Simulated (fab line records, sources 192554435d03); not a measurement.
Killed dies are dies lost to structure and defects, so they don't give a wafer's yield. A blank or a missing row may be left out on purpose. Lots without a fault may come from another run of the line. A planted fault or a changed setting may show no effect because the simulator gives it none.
fab line records | flow n5_finfet
record lots=7 wafers=21
route steps=1938 shown SD_EPI_N@269 SD_EPI_P@295 HKMG_FIN@403 GATE_CUT@484
start_h: hours from the record's first day to the start of the lot's first wafer shown | wait_h: hours since the lot's step before | " the same as in the row above | L1.1+2: a row that stands for several wafers | - no value, or no start given | * or withheld: withheld | < > ~ a bound
route shown NAME@n: a module of which the file shows steps, and the number in the route of the first | usual: mean/standard deviation of fault-free wafers | same: alike in all rows | chamber/n: place in a boat | sites: the reading at each site | _std_site: their standard deviation | _edge_site: outer sites' mean less inner sites' | radius_mm: how far each site lies from the wafer's centre | mask NAME#n: copy n | behind: the tool/chamber that last shaped the wafer | hold: why the lot was held/for how many hours/how that ended | device: the transistor (n, p or np) that didn't switch | end of line: the same wafers' tests at the end of the route | a step without rows: its recipe alone | killed: dies lost to structure and defects at the first sort, not the wafer's yield | map: a wafer's dies, x killed, . not, _ none there
set.NAME: the setting as run; set.NAME@STEP: as run at that earlier step | model.NAME: the simulator's own value behind a step, which no gauge read
lots whose settings were changed on purpose; a table a step, a row a wafer
## steps
# step N5_SD_EPI_N_DEVELOP_08
# recipe develop_time_s=30 developer=TMAH resist=CAR-ArF-block dev_temp_c=23 rinse_liquid=diw dry=air_spin
# columns lot.wafer tool chamber start_h wait_h set.develop_time_s
L074.1+3 litho_track-03 0 - - 30
L074.5 " 0 " " 25.26
L075.2+3+5 litho_track-05 0 - - 35.21
L079.2+3 litho_track-03 0 - - 23.52
L079.4 " 0 " " 30
L080.1 litho_track-01 0 - - 30
L080.2+6 " 0 " " 35.74
L083.1+3+6 litho_track-05 0 - - 30
L084.1+2+3 litho_track-05 0 - - 30
L096.1+4 litho_track-03 0 - - 30
L096.3 " 0 " " 35.56
# step N5_SD_EPI_N_CD_MEAS_09
# recipe target_cd_nm=120 landing_energy_ev=500 detector=se_inlens
# usual cd_nm=120.0/0.55
# columns lot.wafer tool chamber start_h wait_h set.peb_time_s@SD_EPI_N_PEB_07 cd_nm
L074.1 cd_sem-03 0 46.66 - 68.09 124.1
L074.3 " 0 " " 60 120.1
L074.5 " 0 " " 68.09 123.0
L075.2 cd_sem-02 0 52.95 - 49.99 115.1
L075.3 " 0 " " 60 120.7
L075.5 " 0 " " 60 121.0
L079.2 cd_sem-02 0 77.66 - 60 119.5
L079.3 " 0 " " 66.87 123.0
L079.4 " 0 " " 66.87 124.3
L080.1 cd_sem-03 0 85.05 - 68.53 125.0
L080.2 " 0 " " 60 121.1
L080.6 " 0 " " 68.53 125.8
L083.1 cd_sem-02 0 104.08 - 60 119.3
L083.3 " 0 " " 64.79 121.0
L083.6 " 0 " " 60 119.7
L084.1 cd_sem-02 0 108.70 - 60 120.6
L084.2 " 0 " " 60 119.8
L084.3 " 0 " " 60 120.5
L096.1 cd_sem-01 0 180.71 - 66.01 123.7
L096.3 " 0 " " 60 121.7
L096.4 " 0 " " 60 120.3
# step N5_SD_EPI_N_DESCUM_14
# recipe chemistry=O2 time_s=7.9 source_power_w=50 bias_power_w=20 pressure_mtorr=20 rf_frequency_hz=2.712e+07 temp_c=40 resist=CAR-ArF-block o2_flow_sccm=225
# columns lot.wafer tool chamber start_h wait_h set.peb_time_s@SD_EPI_N_PEB_07 model.SD_EPI_N.cd_nm
L074.1 rie_diel-03 0 46.90 0.2 68.09 124
L074.3 " 1 " " 60 119.8
L074.5 " 1 " " 68.09 123.2
L075.2 rie_diel-01 2 53.04 0.0 49.99 115
L075.3 " 3 " " 60 121
L075.5 " 3 " " 60 121.2
L079.2 rie_diel-01 1 77.75 0.0 60 119.4
L079.3 " 0 " " 66.87 123.2
L079.4 " 2 " " 66.87 124.2
L080.1 rie_diel-04 1 85.14 0.0 68.53 124.8
L080.2 " 2 " " 60 121
L080.6 " 0 " " 68.53 125.6
L083.1 rie_diel-04 1 104.17 0.0 60 119.2
L083.3 " 2 " " 64.79 121.4
L083.6 " 0 " " 60 119.4
L084.1+3 rie_diel-04 2,1 108.79 0.0 60 120.6
L084.2 " 3 " " 60 120
L096.1 rie_diel-01 1 180.80 0.0 66.01 123.8
L096.3 " 3 " " 60 121.6
L096.4 " 0 " " 60 120.4
# step N5_SD_EPI_N_ETCH_34
# recipe chemistry=CF4 target=SiARC target_depth_a=455 mask_material=CAR-ArF-block time_s=75.8 ion_energy_ev=80 pressure_mtorr=40 source_w=545 bias_w=36 Ar_flow_sccm=100 cf4_flow_sccm=100 ends=cleared
# step N5_SD_EPI_N_ETCH_35
# recipe chemistry=N2/H2 target=SOC overetch_a=1080 mask_material=SiARC temp_c=40 ion_energy_ev=100 source_w=3000 bias_w=133 pressure_mtorr=20 time_s=486 n2_flow_sccm=200 h2_flow_sccm=200
# columns lot.wafer tool chamber start_h wait_h set.peb_time_s@SD_EPI_N_PEB_07 model.SD_EPI_N.cd_nm
L074.1 rie_diel-03 0 46.99 0.0 68.09 124.4
L074.3 " 1 " " 60 119.6
L074.5 " 1 " " 68.09 122.8
L075.2 rie_diel-01 2 53.13 0.0 49.99 114.4
L075.3 " 3 " " 60 121.2
L075.5 " 3 " " 60 122
L079.2 rie_diel-01 1 77.84 0.0 60 119.8
L079.3 " 0 " " 66.87 124
L079.4 " 2 " " 66.87 124.4
L080.1 rie_diel-04 1 85.23 0.0 68.53 125
L080.2 " 2 " " 60 120.6
L080.6 " 0 " " 68.53 127.8
L083.1 rie_diel-04 1 104.26 0.0 60 120.4
L083.3 " 2 " " 64.79 122
L083.6 " 0 " " 60 120.6
L084.1 rie_diel-04 2 108.88 0.0 60 120.8
L084.2 " 3 " " 60 121
L084.3 " 1 " " 60 121.8
L096.1 rie_diel-01 1 180.89 0.0 66.01 124.4
L096.3 " 3 " " 60 121
L096.4 " 0 " " 60 120.6
# step N5_SD_EPI_P_COAT_34
# recipe resist=SOC temp_c=250 time_s=60 spin_rpm=1500 resist_thk_nm=350
# columns lot.wafer tool chamber start_h wait_h set.spin_rpm model.SOC_of_SD_EPI_P_COAT_34.thk_nm
L074.1 litho_track-05 0 51.78 0.0 1625 336
L074.3 " 0 " " 1500 348.4
L074.5 " 0 " " 1500 348.6
L075.2 litho_track-05 0 57.41 0.0 1500 348.6
L075.3 " 0 " " 1379 364.6
L075.5 " 0 " " 1500 351
L079.2 litho_track-04 0 81.74 0.0 1500 349.6
L079.3 " 0 " " 1584 341
L079.4 " 0 " " 1584 340
L080.1 litho_track-05 0 89.75 0.0 1395 362.2
L080.2 " 0 " " 1395 363.4
L080.6 " 0 " " 1500 350.4
L083.1+6 litho_track-05 0 108.17 0.0 1500 349
L083.3 " 0 " " 1500 348.2
L084.1 litho_track-05 0 113.94 0.0 1500 349.8
L084.2 " 0 " " 1500 349.2
L084.3 " 0 " " 1500 348.8
L096.1 litho_track-02 0 185.30 0.0 1500 348.4
L096.3 " 0 " " 1500 351
L096.4 " 0 " " 1500 348.8
# step N5_HKMG_FIN_ETCH_55
# recipe chemistry=N2/H2 target=SOC target_depth_a=2400 temp_c=40 time_s=300 ion_energy_ev=200 mask_material=SiARC pressure_mtorr=30 source_w=840 bias_w=150 n2_flow_sccm=200 h2_flow_sccm=200
# columns lot.wafer tool chamber start_h wait_h set.time_s model.HKMG_FIN.feature_depth_nm model.etch.depth_nm model.SiARC_of_HKMG_FIN_COAT_42.thk_nm
L074.1 rie_diel-01 2 69.61 0.0 300 233.4 233.5 21.6
L074.3 " 0 " " 300 240.6 240.6 21
L074.5 " 1 " " 300 239 239 21.2
L075.2 rie_diel-03 1 75.36 0.0 269.2 214.6 214.5 22.8
L075.3 " 2 " " 300 241.2 241.2 21.2
L075.5 " 2 " " 300 241.6 241.6 21
L079.2 rie_diel-04 3 99.60 0.0 300 239.8 239.9 21
L079.3 " 2 " " 232.5 183.6 183.6 24.4
L079.4 " 1 " " 232.5 183.6 183.7 24.4
L080.1 rie_diel-03 2 108.28 0.0 300 240.6 240.7 21.2
L080.2 " 3 " " 337.9 272.4 272.4 19.4
L080.6 " 0 " " 300 232.4 232.4 21.2
L083.1 rie_diel-03 1 125.82 0.0 300 241.4 241.4 21.4
L083.3 " 3 " " 365.4 296.8 296.7 18
L083.6 " 1 " " 365.4 292.6 292.5 18.4
L084.1 rie_diel-03 2 132.88 0.0 300 237 237 21.4
L084.2 " 0 " " 300 232 232 21.6
L084.3 " 1 " " 300 235.2 235.3 21.6
L096.1 rie_diel-04 2 203.39 0.0 300 238.2 238.2 21.4
L096.3 " 1 " " 300 241.2 241.3 20.8
L096.4 " 3 " " 300 238.2 238.1 21.2
# step N5_HKMG_FIN_ETCH_58
# recipe chemistry=N2/H2 target=SOC target_depth_a=2158 ion_energy_ev=50 bias_w=13 time_s=741 pressure_mtorr=30 source_w=875 n2_flow_sccm=200 h2_flow_sccm=200
# usual rf_vpp_V=99.2/1.1
# columns lot.wafer tool chamber start_h wait_h set.bias_w rf_vpp_V model.SOC_of_HKMG_FIN_COAT_41.thk_nm model.etch.depth_nm model.HKMG_FIN.feature_depth_nm
L074.1 rie_diel-01 2 69.82 0.0 13 101.0 89.8 210.1 210
L074.3 " 0 " " 13 99.8 82.2 218.1 218
L074.5 " 1 " " 13 99.2 81.6 217.4 217.4
L075.2 rie_diel-03 1 75.57 0.0 15.1 109.8 72 228.7 228.6
L075.3 " 2 " " 15.1 109.2 72.4 229 229
L075.5 " 2 " " 13 100.5 86.2 215.3 215.2
L079.2 rie_diel-04 0 99.81 0.0 15.31 109.9 62.4 237.3 237.2
L079.3 " 1 " " 13 99.2 85.8 213.3 213.4
L079.4 " 2 " " 15.31 109.2 72.4 228.2 228.2
L080.1 rie_diel-03 2 108.49 0.0 13 99.7 82.8 216.4 216.4
L080.2 " 3 " " 15.05 107.6 65.8 234.3 234.2
L080.6 " 0 " " 13 99.6 88.8 210.6 210.6
L083.1 rie_diel-03 1 126.03 0.0 13 98.0 84.6 215.4 215.4
L083.3 " 3 " " 13 98.8 80 219.7 219.8
L083.6 " 1 " " 11.54 91.4 95.6 205.4 205.4
L084.1 rie_diel-03 2 133.09 0.0 13 100.1 84.8 216.6 216.6
L084.2 " 0 " " 13 98.8 92.6 208.7 208.6
L084.3 " 1 " " 13 99.4 87.2 214.6 214.6
L096.1 rie_diel-04 2 203.60 0.0 13 100.7 89 211 211
L096.3 " 1 " " 13 99.7 85.8 214.2 214.2
L096.4 " 3 " " 13 100.1 90.2 209.7 209.8
# step N5_HKMG_FIN_ETCH_31
# recipe chemistry=CF4 target=SiARC target_depth_a=455 mask_material=CAR-ArF time_s=75.8 ion_energy_ev=80 pressure_mtorr=40 source_w=545 bias_w=36 Ar_flow_sccm=100 cf4_flow_sccm=100 ends=cleared
# usual rf_vpp_V=184.2/1.2
# columns lot.wafer tool chamber start_h wait_h set.bias_w rf_vpp_V
L074.1 rie_diel-04 3 72.82 0.0 29.52 163.1
L074.3 " 0 " " 36 183.7
L074.5 " 1 " " 36 187.1
L075.2 rie_diel-01 3 78.70 0.0 36 182.4
L075.3 " 2 " " 36 183.1
L075.5 " 3 " " 39.7 195.5
L079.2 rie_diel-04 1 102.89 0.0 36 185.7
L079.3 " 2 " " 31.34 170.9
L079.4 " 0 " " 36 184.0
L080.1 rie_diel-01 3 111.59 0.0 36 184.5
L080.2 " 0 " " 36 184.2
L080.6 " 2 " " 36 183.4
L083.1 rie_diel-03 3 129.14 0.0 31.72 168.9
L083.3 " 1 " " 31.72 167.7
L083.6 " 1 " " 36 183.8
L084.1 rie_diel-03 0 136.10 0.0 36 183.5
L084.2 " 2 " " 36 186.5
L084.3 " 3 " " 36 181.8
L096.1 rie_diel-03 2 207.11 0.0 36 185.6
L096.3 " 1 " " 36 182.7
L096.4 " 0 " " 36 184.3
# step N5_GATE_CUT_EXPOSE_10
# recipe mask_id=GATE_CUT na=0.33 source_shape=annular sigma_inner=0.35 sigma_outer=0.8 polarization=unpolarized target_cd_nm=20 dose_mj=43.25
# columns lot.wafer tool chamber start_h wait_h mask set.dose_mj
L074.1+3+5 euv_scanner-02 0 80.98 - GATE_CUT#0 43.25
L075.2+5 euv_scanner-02 0 87.33 - GATE_CUT#0 43.25
L075.3 " 0 " " GATE_CUT#0 44.78
L079.2+4 euv_scanner-02 0 110.96 - GATE_CUT#0 45.41
L079.3 " 0 " " GATE_CUT#0 43.25
L080.1+2+6 euv_scanner-02 0 119.90 - GATE_CUT#0 43.25
L083.1+3+6 euv_scanner-01 0 137.33 - GATE_CUT#0 43.25
L084.1+2+3 euv_scanner-01 0 144.43 - GATE_CUT#0 43.25
L096.1+3 euv_scanner-02 0 215.02 - GATE_CUT#0 41.54
L096.4 " 0 " " GATE_CUT#0 43.25
# step N5_GATE_CUT_PEB_11
# recipe peb_temp_c=100 peb_time_s=60 resist=CAR-EUV
# step N5_GATE_CUT_DEVELOP_12
# recipe develop_time_s=30 developer=TMAH resist=CAR-EUV rinse_liquid=surfactant_rinse dry=air_spin dev_temp_c=23
# step N5_GATE_CUT_CD_MEAS_13
# recipe target_cd_nm=20 landing_energy_ev=500 detector=se_inlens
# usual cd_nm=19.96/0.24
# columns lot.wafer tool chamber start_h wait_h set.dose_mj@GATE_CUT_EXPOSE_10 cd_nm
L074.1 cd_sem-02 0 81.11 - 43.25 19.70
L074.3 " 0 " " 43.25 19.77
L074.5 " 0 " " 43.25 20.37
L075.2 cd_sem-02 0 87.45 - 43.25 19.83
L075.3 " 0 " " 44.78 20.56
L075.5 " 0 " " 43.25 19.75
L079.2 cd_sem-03 0 111.09 - 45.41 20.93
L079.3 " 0 " " 43.25 19.93
L079.4 " 0 " " 45.41 20.99
L080.1 cd_sem-01 0 120.04 - 43.25 20.19
L080.2 " 0 " " 43.25 20.33
L080.6 " 0 " " 43.25 19.90
L083.1 cd_sem-01 0 137.47 - 43.25 19.53
L083.3 " 0 " " 43.25 19.77
L083.6 " 0 " " 43.25 19.87
L084.1 cd_sem-02 0 144.57 - 43.25 20.23
L084.2 " 0 " " 43.25 20.29
L084.3 " 0 " " 43.25 20.18
L096.1 cd_sem-02 0 215.16 - 41.54 19.04
L096.3 " 0 " " 41.54 18.90
L096.4 " 0 " " 43.25 20.47
# step N5_GATE_CUT_DESCUM_18
# recipe chemistry=O2 time_s=7 source_power_w=50 bias_power_w=20 pressure_mtorr=20 rf_frequency_hz=2.712e+07 temp_c=40 resist=CAR-EUV o2_flow_sccm=225
# columns lot.wafer tool chamber start_h wait_h set.dose_mj@GATE_CUT_EXPOSE_10 model.GATE_CUT.cd_nm
L074.1 rie_diel-02 2 81.25 0.0 43.25 20
L074.3+5 " 0 " " 43.25 20.2
L075.2+5 rie_diel-05 0,2 87.58 0.0 43.25 19.8
L075.3 " 2 " " 44.78 20.6
L079.2 rie_diel-06 2 111.21 0.0 45.41 21.2
L079.3 " 0 " " 43.25 20.2
L079.4 " 3 " " 45.41 21
L080.1 rie_diel-05 0 120.16 0.0 43.25 19.8
L080.2+6 " 1,2 " " 43.25 20
L083.1+3 rie_diel-06 0,1 137.59 0.0 43.25 19.8
L083.6 " 3 " " 43.25 20
L084.1+2 rie_diel-02 2,1 144.69 0.0 43.25 20.2
L084.3 " 0 " " 43.25 20.4
L096.1 rie_diel-02 1 215.28 0.0 41.54 19
L096.3 " 0 " " 41.54 19.2
L096.4 " 3 " " 43.25 20.2
# step N5_GATE_CUT_ETCH_28
# recipe chemistry=N2/H2 target=underlayer target_depth_a=130 mask_material=CAR-EUV time_s=10.4 ion_energy_ev=200 pressure_mtorr=30 source_w=840 bias_w=150 n2_flow_sccm=200 h2_flow_sccm=200 ends=cleared
# columns lot.wafer tool chamber start_h wait_h set.dose_mj@GATE_CUT_EXPOSE_10 model.GATE_CUT.cd_nm
L074.1+3+5 rie_diel-02 2,0,0 81.29 0.0 43.25 20
L075.2+5 rie_diel-05 0,2 87.61 0.0 43.25 19.8
L075.3 " 2 " " 44.78 20.4
L079.2+4 rie_diel-06 2,3 111.24 0.0 45.41 21
L079.3 " 0 " " 43.25 20.2
L080.1 rie_diel-05 0 120.19 0.0 43.25 19.8
L080.2+6 " 1,2 " " 43.25 20
L083.1+3 rie_diel-06 0,1 137.62 0.0 43.25 19.8
L083.6 " 3 " " 43.25 20
L084.1+2+3 rie_diel-02 2,1,0 144.73 0.0 43.25 20.2
L096.1 rie_diel-02 1 215.31 0.0 41.54 19
L096.3 " 0 " " 41.54 19.2
L096.4 " 3 " " 43.25 20.2
# step N5_GATE_CUT_ETCH_36
# recipe chemistry=CF4 target=SiARC target_depth_a=130 mask_material=CAR-EUV time_s=21.7 ion_energy_ev=80 pressure_mtorr=40 source_w=545 bias_w=36 Ar_flow_sccm=100 cf4_flow_sccm=100 ends=cleared
# columns lot.wafer tool chamber start_h wait_h set.cf4_flow_sccm set.dose_mj@GATE_CUT_EXPOSE_10 model.GATE_CUT.cd_nm
L074.1 rie_diel-02 2 81.31 0.0 100 43.25 20
L074.3 " 0 " " 116.8 43.25 20
L074.5 " 0 " " 100 43.25 20.2
L075.2+5 rie_diel-05 0,2 87.63 0.0 100 43.25 19.6
L075.3 " 2 " " 81.34 44.78 20.4
L079.2 rie_diel-06 2 111.26 0.0 100 45.41 21.2
L079.3 " 0 " " 100 43.25 20.2
L079.4 " 3 " " 100 45.41 21
L080.1 rie_diel-05 0 120.21 0.0 120.2 43.25 20
L080.2 " 1 " " 100 43.25 20.2
L080.6 " 2 " " 100 43.25 20
L083.1 rie_diel-06 0 137.64 0.0 84.03 43.25 19.8
L083.3 " 1 " " 100 43.25 19.8
L083.6 " 3 " " 84.03 43.25 20
L084.1+2 rie_diel-02 2,1 144.74 0.0 100 43.25 20.2
L084.3 " 0 " " 100 43.25 20.4
L096.1 rie_diel-02 1 215.33 0.0 100 41.54 19
L096.3 " 0 " " 100 41.54 19.4
L096.4 " 3 " " 100 43.25 20.2
# step N5_GATE_CUT_ETCH_37
# recipe chemistry=N2/H2 target=SOC target_depth_a=600 overetch_a=120 mask_material=SiARC temp_c=40 time_s=90 ion_energy_ev=200 pressure_mtorr=30 source_w=840 bias_w=150 n2_flow_sccm=200 h2_flow_sccm=200
# columns lot.wafer tool chamber start_h wait_h set.dose_mj@GATE_CUT_EXPOSE_10 model.GATE_CUT.cd_nm
L074.1 rie_diel-02 2 81.33 0.0 43.25 20
L074.3+5 " 0 " " 43.25 20.2
L075.2+5 rie_diel-05 0,2 87.66 0.0 43.25 19.6
L075.3 " 2 " " 44.78 20.4
L079.2 rie_diel-06 2 111.29 0.0 45.41 21.2
L079.3 " 0 " " 43.25 20
L079.4 " 3 " " 45.41 21
L080.1+2+6 rie_diel-05 0,1,2 120.24 0.0 43.25 20
L083.1+3 rie_diel-06 0,1 137.67 0.0 43.25 19.8
L083.6 " 3 " " 43.25 20
L084.1+2 rie_diel-02 2,1 144.77 0.0 43.25 20.2
L084.3 " 0 " " 43.25 20.4
L096.1 rie_diel-02 1 215.36 0.0 41.54 19
L096.3 " 0 " " 41.54 19.4
L096.4 " 3 " " 43.25 20.2
# step N5_GATE_CUT_STRIP_38
# recipe chemistry=N2/H2 temp_c=40 n2_flow_sccm=200 h2_flow_sccm=200 rf_frequency_hz=6e+07
# step N5_GATE_CUT_STRIP_39
# recipe chemistry=N2/H2 temp_c=40 n2_flow_sccm=200 h2_flow_sccm=200 rf_frequency_hz=6e+07
# step N5_GATE_CUT_HM_OPEN_40
# recipe chemistry=C4F6/O2 target=SiO2 mask_material=SiARC target_depth_a=1390 time_s=85.1 ion_energy_ev=250 pressure_mtorr=30 source_w=345 bias_w=185 Ar_flow_sccm=300 C4F6_flow_sccm=10 O2_flow_sccm=10 ends=cleared
# columns lot.wafer tool chamber start_h wait_h set.dose_mj@GATE_CUT_EXPOSE_10 model.GATE_CUT.cd_nm
L074.1+3+5 rie_diel-02 2,0,0 81.42 0.0 43.25 20.2
L075.2 rie_diel-05 0 87.74 0.0 43.25 19.8
L075.3 " 2 " " 44.78 20.4
L075.5 " 2 " " 43.25 19.6
L079.2+4 rie_diel-06 2,3 111.37 0.0 45.41 21.2
L079.3 " 0 " " 43.25 20
L080.1+6 rie_diel-05 0,2 120.32 0.0 43.25 20
L080.2 " 1 " " 43.25 20.2
L083.1+3 rie_diel-06 0,1 137.75 0.0 43.25 20
L083.6 " 3 " " 43.25 20.2
L084.1 rie_diel-02 2 144.85 0.0 43.25 20.2
L084.2 " 1 " " 43.25 20.4
L084.3 " 0 " " 43.25 20.6
L096.1 rie_diel-02 1 215.44 0.0 41.54 19
L096.3 " 0 " " 41.54 19.6
L096.4 " 3 " " 43.25 20.4
## key
split step=N5_SD_EPI_N_DEVELOP_08 setting=develop_time_s stated=30 by=wafer
response none clear
split step=N5_SD_EPI_P_COAT_34 setting=spin_rpm stated=1500 by=wafer
response step=N5_SD_EPI_P_COAT_34 reading=model.SOC_of_SD_EPI_P_COAT_34.thk_nm change=-1.68 per=1% r=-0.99
split step=N5_HKMG_FIN_ETCH_55 setting=time_s stated=300 by=wafer
response step=N5_HKMG_FIN_ETCH_55 reading=model.HKMG_FIN.feature_depth_nm change=+2.53 per=1% r=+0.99
response step=N5_HKMG_FIN_ETCH_55 reading=model.etch.depth_nm change=+2.53 per=1% r=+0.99
response step=N5_HKMG_FIN_ETCH_55 reading=model.SiARC_of_HKMG_FIN_COAT_42.thk_nm change=-0.15 per=1% r=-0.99
split step=N5_HKMG_FIN_ETCH_58 setting=bias_w stated=13 by=wafer
response step=N5_HKMG_FIN_ETCH_58 reading=rf_vpp_V change=+0.56 per=1% r=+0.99
response step=N5_HKMG_FIN_ETCH_58 reading=model.SOC_of_HKMG_FIN_COAT_41.thk_nm change=-1.07 per=1% r=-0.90
response step=N5_HKMG_FIN_ETCH_58 reading=model.etch.depth_nm change=+1.08 per=1% r=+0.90
response step=N5_HKMG_FIN_ETCH_58 reading=model.HKMG_FIN.feature_depth_nm change=+1.08 per=1% r=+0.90
split step=N5_HKMG_FIN_ETCH_31 setting=bias_w stated=36 by=wafer
response step=N5_HKMG_FIN_ETCH_31 reading=rf_vpp_V change=+1.21 per=1% r=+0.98
split step=N5_GATE_CUT_EXPOSE_10 setting=dose_mj stated=43.25 by=wafer
response step=N5_GATE_CUT_CD_MEAS_13 reading=cd_nm change=+0.26 per=1% r=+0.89
response step=N5_GATE_CUT_DESCUM_18 reading=model.GATE_CUT.cd_nm change=+0.22 per=1% r=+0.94
response step=N5_GATE_CUT_ETCH_28 reading=model.GATE_CUT.cd_nm change=+0.197 per=1% r=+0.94
response step=N5_GATE_CUT_ETCH_36 reading=model.GATE_CUT.cd_nm change=+0.212 per=1% r=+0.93
response step=N5_GATE_CUT_ETCH_37 reading=model.GATE_CUT.cd_nm change=+0.231 per=1% r=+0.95
response step=N5_GATE_CUT_HM_OPEN_40 reading=model.GATE_CUT.cd_nm change=+0.241 per=1% r=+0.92
split step=N5_GATE_CUT_ETCH_36 setting=cf4_flow_sccm stated=100 by=wafer
response none clear
split outside_this_file step=N5_SD_EPI_N_PEB_07 setting=peb_time_s
# split outside_this_file: this setting was split too, and the file shows its column; the key of that split is in another file
